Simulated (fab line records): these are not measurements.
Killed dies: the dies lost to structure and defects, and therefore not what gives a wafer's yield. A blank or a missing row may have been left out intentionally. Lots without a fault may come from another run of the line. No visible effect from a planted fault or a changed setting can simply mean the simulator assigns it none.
fab line records	flow n5-finfet
[record] lots = 7	wafers = 21
route steps=1938 shown BEOL_M2@860 BEOL_M3@931 BEOL_M4@1031 BEOL_M5@1112
start-h: start of the lot's first displayed wafer, in hours after the record's first day	wait-h: how many hours have passed since the lot's step before this one	" identical to the entry in the row above	L1.1+2: a row that stands for several wafers	- no value present, or no start provided	* or withheld: withheld	< > ~ a bound
route shown NAME@n: NAME is a module with steps in the file, n the number in the route of the first one	usual: mean/standard deviation taken from wafers without a fault	same: alike in all rows	chamber/n: place in a boat	sites: the reading at each site	_std_site: their standard deviation	_edge_site: inner sites' mean taken away from outer sites' mean	radius-mm: for every site, how far away it sits from the centre of the wafer	mask NAME#n: copy n	behind: the most recent tool/chamber to have shaped the wafer	hold: why the lot was held/for how many hours/how that ended	device: the n, p or np transistor that did not switch	end of line: tests of these same wafers at the route's end	a step given without rows: its recipe and nothing more	killed: not the wafer's yield, but the dies lost to structure and defects at the first sort	map: a wafer's dies, x killed, . not, _ none there
set.NAME: setting as actually run; set.NAME@STEP: the setting as run at that earlier step	model.NAME: the simulator's own value behind a step, which no gauge read
lots where settings were altered on purpose, with a table for each step and a row for each wafer
[[steps]]
[step N5_BEOL_M2_ETCH_64]
[recipe] chemistry = N2/H2	target = SOC	target-depth-a = 750	overetch-a = 225	mask-material = SiARC	temp-c = 40	time-s = 121.9	ion-energy-ev = 200	pressure-mtorr = 30	source-w = 840	bias-w = 150	n2-flow-sccm = 200	h2-flow-sccm = 200
[usual] rf-vpp-V = 524.3/2.7
lot.wafer	tool	chamber	start-h	wait-h	set.bias-w	rf-vpp-V	model.SiARC_of_BEOL_M2_COAT_62.thk-nm
L077.1	rie-diel-01	3	146.86	0.0	150	529.1	6
L077.2	"	0	"	"	166.7	560.0	5.4
L077.6	"	2	"	"	150	527.5	6.6
L081.1	rie-diel-03	0	168.93	0.0	150	525.7	6.2
L081.3	"	1	"	"	150	522.0	6.4
L081.4	"	2	"	"	150	520.9	6.4
L084.1	rie-diel-01	2	192.58	0.0	171.2	572.6	5.6
L084.2	"	1	"	"	150	522.0	6.4
L084.5	"	3	"	"	171.2	574.8	5
L085.1	rie-diel-01	0	199.61	0.0	150	524.0	6.2
L085.3	"	1	"	"	150	523.5	6.4
L085.4	"	3	"	"	150	527.5	6
L088.2	rie-diel-03	3	223.84	0.0	150	526.3	6.4
L088.5	"	2	"	"	150	521.1	6.4
L088.6	"	3	"	"	123.2	464.7	7.8
L096.1	rie-diel-01	0	266.93	0.0	125.8	467.2	7.6
L096.3	"	2	"	"	150	525.5	6.8
L096.4	"	1	"	"	125.8	468.6	7.6
L097.1	rie-diel-03	2	267.88	0.0	150	520.2	6.4
L097.3	"	0	"	"	150	526.1	6.2
L097.6	"	0	"	"	150	525.1	6.2
[step N5_BEOL_M2_STRIP_65]
[recipe] chemistry = N2/H2	temp-c = 40	n2-flow-sccm = 200	h2-flow-sccm = 200	rf-frequency-hz = 6e+07
[step N5_BEOL_M2_STRIP_75]
[recipe] chemistry = N2/H2	temp-c = 40	n2-flow-sccm = 200	h2-flow-sccm = 200	rf-frequency-hz = 6e+07
[step N5_BEOL_M2_STRIP_66]
[recipe] chemistry = CF4	resist = SiARC	power-w = 300	bias-power-w = 75	pressure-mtorr = 50	cf4-flow-sccm = 150	rf-frequency-hz = 6e+07
[step N5_BEOL_M2_HM_OPEN_17]
[recipe] chemistry = Cl2/BCl3	target-depth-a = 200	overetch-a = 60	target = TiN	mask-material = SOC	ion-energy-ev = 150	pressure-mtorr = 10	icp-w = 1000	bias-w = 126	Cl2_flow_sccm = 53.25	bcl3-flow-sccm = 21.75	Ar_flow_sccm = 25
lot.wafer	tool	chamber	start-h	wait-h	set.target-thk-a@BEOL_M2_HM_DEP_02	model.etch.depth-nm
L077.1	rie-metal-03	1	147.03	0.0	200	20.17
L077.2	"	0	"	"	200	20.12
L077.6	"	1	"	"	200	20.13
L081.1	rie-metal-01	1	169.10	0.0	200	20.2
L081.3	"	0	"	"	200	20.47
L081.4	"	1	"	"	200	20.21
L084.1	rie-metal-02	0	192.75	0.0	200	20.36
L084.2	"	1	"	"	200	19.88
L084.5	"	1	"	"	200	19.76
L085.1	rie-metal-03	0	199.78	0.0	184.8	18.45
L085.3+4	"	0,1	"	"	200	19.9
L088.2+6	rie-metal-02	0	224.09	0.0	200	19.98
L088.5	"	1	"	"	200	19.74
L096.1	rie-metal-03	1	267.10	0.0	177.1	18
L096.3	"	0	"	"	200	20.2
L096.4	"	1	"	"	177.1	17.79
L097.1	rie-metal-01	1	268.05	0.0	200	19.9
L097.3	"	0	"	"	200	20.34
L097.6	"	0	"	"	200	20.1
[step N5_BEOL_M3_ILD_DEP_00]
[recipe] material = SiOC	target-thk-a = 790	temp-c = 350	precursor = DEMS/O2	pressure-torr = 5	rf-w = 500	time-s = 15.3
lot.wafer	tool	chamber	start-h	wait-h	set.time-s	model.SiOC_of_BEOL_M3_ILD_DEP_00.thk-nm
L077.1	pecvd-04	0	155.70	0.0	15.3	78.6
L077.2	"	2	"	"	16.72	86.2
L077.6	"	1	"	"	16.72	88.4
L081.1	pecvd-01	1	177.68	0.0	15.3	78
L081.3	"	2	"	"	15.3	79.2
L081.4	"	0	"	"	16.04	83.8
L084.1+2	pecvd-02	1,2	202.26	0.0	16.69	85.8
L084.5	"	2	"	"	16.69	87.8
L085.1	pecvd-01	2	205.20	0.0	14.58	75
L085.3	"	1	"	"	14.58	75.2
L085.4	"	1	"	"	15.3	79.6
L088.2	pecvd-01	1	230.39	0.0	15.3	79.6
L088.5	"	0	"	"	16.24	85
L088.6	"	2	"	"	15.3	79.8
L096.1	pecvd-04	2	273.81	0.0	16.07	82.6
L096.3	"	0	"	"	15.3	79.6
L096.4	"	1	"	"	15.3	80.6
L097.1	pecvd-04	0	277.34	0.0	15.3	78.4
L097.3	"	1	"	"	15.3	79.8
L097.6	"	1	"	"	15.3	80.6
[step N5_BEOL_M3_THK_MEAS_01]
[recipe] reads = SiOC_of_BEOL_M3_ILD_DEP_00
[usual] M3_ILD_THK = 79.4/0.91
lot.wafer	tool	chamber	start-h	wait-h	set.time-s@BEOL_M3_ILD_DEP_00	M3_ILD_THK[nm]
L077.1	film-metro-01	-	155.76	0.0	15.3	78.6
L077.2	"	-	"	"	16.72	86.2
L077.6	"	-	"	"	16.72	88.3
L081.1	film-metro-02	-	177.75	0.0	15.3	77.9
L081.3	"	-	"	"	15.3	79.1
L081.4	"	-	"	"	16.04	83.8
L084.1	film-metro-01	-	202.32	0.0	16.69	85.8
L084.2	"	-	"	"	16.69	85.8
L084.5	"	-	"	"	16.69	87.8
L085.1	film-metro-02	-	205.27	0.0	14.58	75.0
L085.3	"	-	"	"	14.58	75.3
L085.4	"	-	"	"	15.3	79.6
L088.2	film-metro-02	-	230.46	0.1	15.3	79.7
L088.5	"	-	"	"	16.24	85.1
L088.6	"	-	"	"	15.3	79.7
L096.1	film-metro-01	-	273.88	0.0	16.07	82.7
L096.3	"	-	"	"	15.3	79.6
L096.4	"	-	"	"	15.3	80.7
L097.1	film-metro-01	-	277.41	0.0	15.3	78.5
L097.3	"	-	"	"	15.3	79.7
L097.6	"	-	"	"	15.3	80.6
[step N5_BEOL_M4_EXPOSE_08]
[recipe] mask-id = M4	na = 0.33	source-shape = dipole	sigma-inner = 0.369	sigma-outer = 0.767	polarization = unpolarized	dose-mj = 41.25
lot.wafer	tool	chamber	start-h	wait-h	mask	set.dose-mj
L077.1	euv-scanner-01	0	174.34	-	M4#0	40.06
L077.2+6	"	0	"	"	M4#0	41.25
L081.1+4	euv-scanner-02	0	186.78	-	M4#0	44.11
L081.3	"	0	"	"	M4#0	41.25
L084.1+5	euv-scanner-02	0	217.22	-	M4#0	41.25
L084.2	"	0	"	"	M4#0	42.66
L085.1+4	euv-scanner-02	0	217.55	-	M4#0	44.06
L085.3	"	0	"	"	M4#0	41.25
L088.2+6	euv-scanner-01	0	245.75	-	M4#0	41.25
L088.5	"	0	"	"	M4#0	42.72
L096.1+3+4	euv-scanner-02	0	289.62	-	M4#0	41.25
L097.1+3+6	euv-scanner-02	0	290.34	-	M4#0	41.25
[step N5_BEOL_M4_PEB_09]
[recipe] peb-temp-c = 100	peb-time-s = 60	resist = CAR-EUV
[step N5_BEOL_M4_DEVELOP_10]
[recipe] develop-time-s = 30	developer = TMAH	resist = CAR-EUV	rinse-liquid = surfactant-rinse	dry = air-spin	dev-temp-c = 23
[step N5_BEOL_M4_DESCUM_16]
[recipe] chemistry = O2	time-s = 7	source-power-w = 50	bias-power-w = 20	pressure-mtorr = 20	rf-frequency-hz = 2.712e+07	temp-c = 40	resist = CAR-EUV	o2-flow-sccm = 225
[step N5_BEOL_M4_ETCH_74]
[recipe] chemistry = N2/H2	target = underlayer	target-depth-a = 65	mask-material = CAR-EUV	time-s = 5.2	ion-energy-ev = 200	pressure-mtorr = 30	source-w = 840	bias-w = 150	n2-flow-sccm = 200	h2-flow-sccm = 200	ends = cleared
lot.wafer	tool	chamber	start-h	wait-h	set.dose-mj@BEOL_M4_EXPOSE_08	model.BEOL_M4.cd-offset-nm
L077.1	rie-diel-06	0	175.08	0.0	40.06	-0.6
L077.2	"	3	"	"	41.25	0
L077.6	"	2	"	"	41.25	-0.2
L081.1+4	rie-diel-06	1,0	187.07	0.0	44.11	1.4
L081.3	"	2	"	"	41.25	-0.2
L084.1	rie-diel-06	3	217.56	0.0	41.25	0
L084.2	"	2	"	"	42.66	0.4
L084.5	"	1	"	"	41.25	0.2
L085.1+4	rie-diel-01	1,3	217.98	0.0	44.06	1
L085.3	"	0	"	"	41.25	-0.2
L088.2+6	rie-diel-06	3,0	246.92	0.0	41.25	0
L088.5	"	3	"	"	42.72	0.6
L096.1+3+4	rie-diel-03	1,3,2	290.30	0.0	41.25	-0.2
L097.1+3	rie-diel-03	1,2	290.63	0.0	41.25	0
L097.6	"	1	"	"	41.25	0.2
[step N5_BEOL_M4_ETCH_63]
[recipe] chemistry = CF4	target = SiARC	target-depth-a = 156	mask-material = CAR-EUV	time-s = 26	ion-energy-ev = 80	pressure-mtorr = 40	source-w = 545	bias-w = 36	Ar_flow_sccm = 100	cf4-flow-sccm = 100	ends = cleared
lot.wafer	tool	chamber	start-h	wait-h	set.dose-mj@BEOL_M4_EXPOSE_08	model.BEOL_M4.cd-offset-nm
L077.1	rie-diel-06	0	175.10	0.0	40.06	-0.8
L077.2	"	3	"	"	41.25	0
L077.6	"	2	"	"	41.25	-0.2
L081.1	rie-diel-06	1	187.09	0.0	44.11	1.4
L081.3	"	2	"	"	41.25	-0.2
L081.4	"	0	"	"	44.11	1.2
L084.1	rie-diel-06	3	217.58	0.0	41.25	-0.2
L084.2	"	2	"	"	42.66	0.4
L084.5	"	1	"	"	41.25	0.2
L085.1	rie-diel-01	1	217.99	0.0	44.06	1
L085.3	"	0	"	"	41.25	-0.2
L085.4	"	3	"	"	44.06	0.8
L088.2+6	rie-diel-06	3,0	246.93	0.0	41.25	0
L088.5	"	3	"	"	42.72	0.6
L096.1	rie-diel-03	1	290.32	0.0	41.25	0
L096.3+4	"	3,2	"	"	41.25	-0.2
L097.1+3+6	rie-diel-03	1,2,1	290.65	0.0	41.25	0
[step N5_BEOL_M4_ETCH_64]
[recipe] chemistry = N2/H2	target = SOC	target-depth-a = 750	overetch-a = 225	mask-material = SiARC	temp-c = 40	time-s = 121.9	ion-energy-ev = 200	pressure-mtorr = 30	source-w = 840	bias-w = 150	n2-flow-sccm = 200	h2-flow-sccm = 200
[step N5_BEOL_M4_STRIP_65]
[recipe] chemistry = N2/H2	temp-c = 40	n2-flow-sccm = 200	h2-flow-sccm = 200	rf-frequency-hz = 6e+07
[step N5_BEOL_M4_HM_OPEN_17]
[recipe] chemistry = Cl2/BCl3	target-depth-a = 200	overetch-a = 60	target = TiN	mask-material = SOC	ion-energy-ev = 150	pressure-mtorr = 10	icp-w = 1000	bias-w = 126	Cl2_flow_sccm = 53.25	bcl3-flow-sccm = 21.75	Ar_flow_sccm = 25
[step N5_BEOL_M4_STRIP_19]
[recipe] chemistry = O2	power-w = 400	temp-c = 40	pressure-mtorr = 30	rf-frequency-hz = 6e+07	bias-power-w = 0	overash-fraction = 0.2	o2-flow-sccm = 225
[step N5_BEOL_M4_CD_MEAS_18]
[recipe] pitch-nm = 36	target-cd-nm = 18
[usual] cd-nm = 18.1/0.35
lot.wafer	tool	chamber	start-h	wait-h	set.dose-mj@BEOL_M4_EXPOSE_08	cd-nm
L077.1	cd-sem-03	-	175.50	0.0	40.06	17.6
L077.2	"	-	"	"	41.25	17.6
L077.6	"	-	"	"	41.25	18.0
L081.1	cd-sem-03	-	187.47	0.0	44.11	19.4
L081.3	"	-	"	"	41.25	18.1
L081.4	"	-	"	"	44.11	19.0
L084.1	cd-sem-01	-	217.99	0.0	41.25	17.9
L084.2	"	-	"	"	42.66	18.4
L084.5	"	-	"	"	41.25	18.3
L085.1	cd-sem-03	-	218.38	0.0	44.06	19.1
L085.3	"	-	"	"	41.25	17.9
L085.4	"	-	"	"	44.06	19.2
L088.2	cd-sem-03	-	247.53	0.1	41.25	17.8
L088.5	"	-	"	"	42.72	18.7
L088.6	"	-	"	"	41.25	17.8
L096.1	cd-sem-02	-	290.84	0.0	41.25	17.9
L096.3	"	-	"	"	41.25	17.4
L096.4	"	-	"	"	41.25	17.5
L097.1	cd-sem-03	-	291.13	0.0	41.25	17.9
L097.3	"	-	"	"	41.25	17.6
L097.6	"	-	"	"	41.25	18.3
[step N5_BEOL_M4_COAT_67]
[recipe] resist = SOC	temp-c = 250	time-s = 60	spin-rpm = 1500	resist-thk-nm = 60
[step N5_BEOL_M4_COAT_68]
[recipe] resist = SiARC	temp-c = 220	time-s = 60	spin-rpm = 1500	resist-thk-nm = 12
[step N5_BEOL_M4_PRECLEAN_42]
[recipe] chemistry = residue-remover	time-s = 60	temp-c = 40
[step N5_BEOL_M4_SRD_43]
[recipe] time-s = 30	temp-c = 23	rinse-liquid = diw	dry = ipa-marangoni
[step N5_BEOL_M4_CD_MEAS_35]
[recipe] target-cd-nm = 18	target-cd-y-nm = 22.4	polarity = opening
[usual] cd-nm = 18.1/0.39
lot.wafer	tool	chamber	start-h	wait-h	set.dose-mj@BEOL_M4_EXPOSE_08	cd-nm
L077.1	cd-sem-03	-	177.04	0.0	40.06	17.0
L077.2	"	-	"	"	41.25	17.8
L077.6	"	-	"	"	41.25	18.0
L081.1	cd-sem-02	-	194.15	0.0	44.11	19.4
L081.3	"	-	"	"	41.25	17.9
L081.4	"	-	"	"	44.11	19.4
L084.1	cd-sem-01	-	219.34	0.0	41.25	17.5
L084.2	"	-	"	"	42.66	18.1
L084.5	"	-	"	"	41.25	18.2
L085.1	cd-sem-02	-	219.87	0.0	44.06	19.3
L085.3	"	-	"	"	41.25	17.7
L085.4	"	-	"	"	44.06	19.3
L088.2	cd-sem-01	-	249.98	0.0	41.25	18.0
L088.5	"	-	"	"	42.72	18.6
L088.6	"	-	"	"	41.25	17.9
L096.1	cd-sem-01	-	292.10	0.0	41.25	18.1
L096.3	"	-	"	"	41.25	17.4
L096.4	"	-	"	"	41.25	17.8
L097.1	cd-sem-01	-	292.73	0.0	41.25	17.8
L097.3	"	-	"	"	41.25	17.5
L097.6	"	-	"	"	41.25	17.8
[step N5_BEOL_M5_ILD_DEP_00]
[recipe] material = SiCOH_lowk	target-thk-a = 1406.4	temp-c = 300	precursor = DEMS/porogen	pressure-torr = 5	rf-w = 500	time-s = 25.9
lot.wafer	tool	chamber	start-h	wait-h	set.time-s	model.SiCOH_lowk_of_BEOL_M5_ILD_DEP_00.thk-nm
L077.1	pecvd-04	2	182.30	0.8	25.9	141.8
L077.2	"	0	"	"	25.9	140
L077.6	"	2	"	"	25.9	145
L081.1	pecvd-04	1	198.98	0.8	29.63	156
L081.3	"	2	"	"	29.63	158.6
L081.4	"	0	"	"	25.9	140
L084.1	pecvd-03	0	224.16	0.8	23.6	128.2
L084.2	"	1	"	"	23.6	128.6
L084.5	"	2	"	"	25.9	140.6
L085.1	pecvd-03	0	226.23	0.8	25.9	138.4
L085.3	"	1	"	"	25.9	140.6
L085.4	"	2	"	"	24.63	134.6
L088.2	pecvd-03	0	254.66	0.7	27.7	153.2
L088.5	"	0	"	"	25.9	144.2
L088.6	"	2	"	"	27.7	152.2
L097.1	pecvd-02	2	299.06	0.8	25.9	136.6
L097.3	"	1	"	"	25.9	140.2
L097.6	"	2	"	"	25.9	138.8
L096.1	pecvd-04	0	299.14	0.8	25.9	140.2
L096.3	"	2	"	"	25.9	143
L096.4	"	0	"	"	25.9	143.4
[step N5_BEOL_M5_CURE_79]
[recipe] temp-c = 385	time-s = 240	ambient = He/Ar	material = SiCOH_lowk
lot.wafer	tool	chamber	start-h	wait-h	set.time-s@BEOL_M5_ILD_DEP_00	model.SiCOH_lowk_of_BEOL_M5_ILD_DEP_00.thk-nm
L077.1	uv-cure-02	2	182.36	0.0	25.9	122
L077.2	"	2	"	"	25.9	120.6
L077.6	"	2	"	"	25.9	124.8
L081.1	uv-cure-01	0	199.04	0.0	29.63	134.4
L081.3	"	0	"	"	29.63	136.6
L081.4	"	0	"	"	25.9	120.4
L084.1	uv-cure-01	1	224.22	0.0	23.6	110.2
L084.2	"	1	"	"	23.6	110.6
L084.5	"	1	"	"	25.9	121
L085.1	uv-cure-03	2	226.37	0.1	25.9	119.2
L085.3	"	2	"	"	25.9	121
L085.4	"	2	"	"	24.63	115.8
L088.2	uv-cure-01	0	254.80	0.1	27.7	131.8
L088.5	"	0	"	"	25.9	124
L088.6	"	0	"	"	27.7	131
L097.1	uv-cure-02	2	299.12	0.0	25.9	117.4
L097.3	"	2	"	"	25.9	120.6
L097.6	"	2	"	"	25.9	119.4
L096.1	uv-cure-03	0	299.20	0.0	25.9	120.6
L096.3	"	0	"	"	25.9	123
L096.4	"	0	"	"	25.9	123.4
[step N5_BEOL_M5_THK_MEAS_01]
[recipe] reads = SiCOH_lowk_of_BEOL_M5_ILD_DEP_00
[usual] M5_ILD_THK = 120.9/1.9
lot.wafer	tool	chamber	start-h	wait-h	set.time-s@BEOL_M5_ILD_DEP_00	M5_ILD_THK[nm]
L077.1	film-metro-02	-	182.87	0.4	25.9	122.1
L077.2	"	-	"	"	25.9	120.5
L077.6	"	-	"	"	25.9	124.9
L081.1	film-metro-02	-	200.03	0.8	29.63	134.4
L081.3	"	-	"	"	29.63	136.5
L081.4	"	-	"	"	25.9	120.5
L084.1	film-metro-01	-	224.73	0.4	23.6	110.1
L084.2	"	-	"	"	23.6	110.5
L084.5	"	-	"	"	25.9	121.1
L085.1	film-metro-01	-	226.88	0.4	25.9	119.1
L085.3	"	-	"	"	25.9	121.0
L085.4	"	-	"	"	24.63	115.8
L088.2	film-metro-02	-	255.23	0.4	27.7	131.9
L088.5	"	-	"	"	25.9	123.9
L088.6	"	-	"	"	27.7	131.1
L097.1	film-metro-02	-	300.13	0.8	25.9	117.5
L097.3	"	-	"	"	25.9	120.6
L097.6	"	-	"	"	25.9	119.2
L096.1	film-metro-01	-	300.19	0.8	25.9	120.8
L096.3	"	-	"	"	25.9	123.1
L096.4	"	-	"	"	25.9	123.5
[step N5_BEOL_M5_PECVD_70]
[recipe] material = SiO2	target-thk-a = 160	temp-c = 400	precursor = TEOS/O2	pressure-torr = 5.5	rf-w = 450	teos-flow-sccm = 53.8	gas = O2	flow-sccm = 3000	time-s = 18
lot.wafer	tool	chamber	start-h	wait-h	set.temp-c	model.SiO2_of_BEOL_M5_PECVD_70.thk-nm
L077.1	pecvd-03	1	182.91	0.0	400	15.8
L077.2+6	"	0,2	"	"	400	16
L081.1	pecvd-04	0	200.07	0.0	410.7	14.4
L081.3	"	1	"	"	400	16
L081.4	"	2	"	"	400	16.2
L084.1+2	pecvd-02	1,0	224.77	0.0	400	16
L084.5	"	1	"	"	400	16.2
L085.1	pecvd-03	0	226.92	0.0	414.5	14.6
L085.3	"	2	"	"	400	15.8
L085.4	"	2	"	"	414.5	14.4
L088.2	pecvd-02	0	255.27	0.0	400	15.8
L088.5	"	1	"	"	400	16.2
L088.6	"	0	"	"	400	16
L097.1	pecvd-03	2	300.16	0.0	400	16.2
L097.3+6	"	1	"	"	400	16
L096.1	pecvd-04	2	300.23	0.0	400	16.2
L096.3	"	0	"	"	393	16.6
L096.4	"	1	"	"	400	15.8
[step N5_BEOL_M5_HM_DEP_02]
[recipe] material = TiN	target-thk-a = 200	temp-c = 25	chamber-pressure-pa = 0.49996
[step N5_BEOL_M5_COAT_59]
[recipe] resist = SOC	temp-c = 250	time-s = 60	spin-rpm = 1500	resist-thk-nm = 60
[step N5_BEOL_M5_STRIP_91]
[recipe] chemistry = N2/H2	time-s = 10	power-w = 450	temp-c = 40	pressure-mtorr = 20	rf-frequency-hz = 6e+07	bias-power-w = 7	n2-flow-sccm = 200	h2-flow-sccm = 200
[step N5_BEOL_M5_HM_STRIP_39]
[recipe] chemistry = peroxide-tin-strip	material = TiN	target-depth-a = 250	temp-c = 50	time-s = 158
lot.wafer	tool	chamber	start-h	wait-h	set.temp-c@BEOL_M5_PECVD_70	model.SiO2_of_BEOL_M5_PECVD_70.thk-nm
L077.1	wet-bench-01	5	186.75	0.0	400	15.6
L077.2	"	3	"	"	400	15.8
L077.6	"	4	"	"	400	16
L081.1	wet-bench-01	0	203.55	0.0	410.7	14.4
L081.3	"	5	"	"	400	15.8
L081.4	"	4	"	"	400	16
L084.1+2	wet-bench-02	6,2	226.74	0.0	400	15.8
L084.5	"	5	"	"	400	16.2
L085.1	wet-bench-02	2	232.65	0.0	414.5	14.4
L085.3	"	0	"	"	400	15.8
L085.4	"	4	"	"	414.5	14.2
L088.2	wet-bench-01	1	259.17	0.0	400	15.6
L088.5	"	6	"	"	400	16
L088.6	"	7	"	"	400	15.8
L096.1	wet-bench-01	1	304.68	0.0	400	16.2
L096.3	"	2	"	"	393	16.4
L096.4	"	0	"	"	400	15.8
L097.1+6	wet-bench-04	5,3	305.04	0.0	400	16
L097.3	"	2	"	"	400	15.8
[[key]]
[split] step = N5_BEOL_M2_ETCH_64	setting = bias-w	stated = 150	by = wafer
[response] step = N5_BEOL_M2_ETCH_64	reading = rf-vpp-V	change = +3.39	per = 1%	r = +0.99
[response] step = N5_BEOL_M2_ETCH_64	reading = model.SiARC_of_BEOL_M2_COAT_62.thk-nm	change = -0.0703	per = 1%	r = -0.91
[split] step = N5_BEOL_M3_ILD_DEP_00	setting = time-s	stated = 15.3	by = wafer
[response] step = N5_BEOL_M3_ILD_DEP_00	reading = model.SiOC_of_BEOL_M3_ILD_DEP_00.thk-nm	change = +0.884	per = 1%	r = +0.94
[response] step = N5_BEOL_M3_THK_MEAS_01	reading = M3_ILD_THK	change = +0.888	per = 1%	r = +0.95
[split] step = N5_BEOL_M4_EXPOSE_08	setting = dose-mj	stated = 41.25	by = wafer
[response] step = N5_BEOL_M4_ETCH_74	reading = model.BEOL_M4.cd-offset-nm	change = +0.188	per = 1%	r = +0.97
[response] step = N5_BEOL_M4_ETCH_63	reading = model.BEOL_M4.cd-offset-nm	change = +0.184	per = 1%	r = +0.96
[response] step = N5_BEOL_M4_CD_MEAS_18	reading = cd-nm	change = +0.166	per = 1%	r = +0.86
[response] step = N5_BEOL_M4_CD_MEAS_35	reading = cd-nm	change = +0.212	per = 1%	r = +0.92
[split] step = N5_BEOL_M5_ILD_DEP_00	setting = time-s	stated = 25.9	by = wafer
[response] step = N5_BEOL_M5_ILD_DEP_00	reading = model.SiCOH_lowk_of_BEOL_M5_ILD_DEP_00.thk-nm	change = +1.23	per = 1%	r = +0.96
[response] step = N5_BEOL_M5_CURE_79	reading = model.SiCOH_lowk_of_BEOL_M5_ILD_DEP_00.thk-nm	change = +1.07	per = 1%	r = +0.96
[response] step = N5_BEOL_M5_THK_MEAS_01	reading = M5_ILD_THK	change = +1.08	per = 1%	r = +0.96
[split] step = N5_BEOL_M5_PECVD_70	setting = temp-c	stated = 400	by = wafer
[response] step = N5_BEOL_M5_PECVD_70	reading = model.SiO2_of_BEOL_M5_PECVD_70.thk-nm	change = -0.441	per = 1%	r = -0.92
[response] step = N5_BEOL_M5_HM_STRIP_39	reading = model.SiO2_of_BEOL_M5_PECVD_70.thk-nm	change = -0.435	per = 1%	r = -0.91
split outside-this-file step=N5_BEOL_M2_HM_DEP_02 setting=target-thk-a
// split outside-this-file: this setting was split too, and the file shows its column; the key of that split is in another file
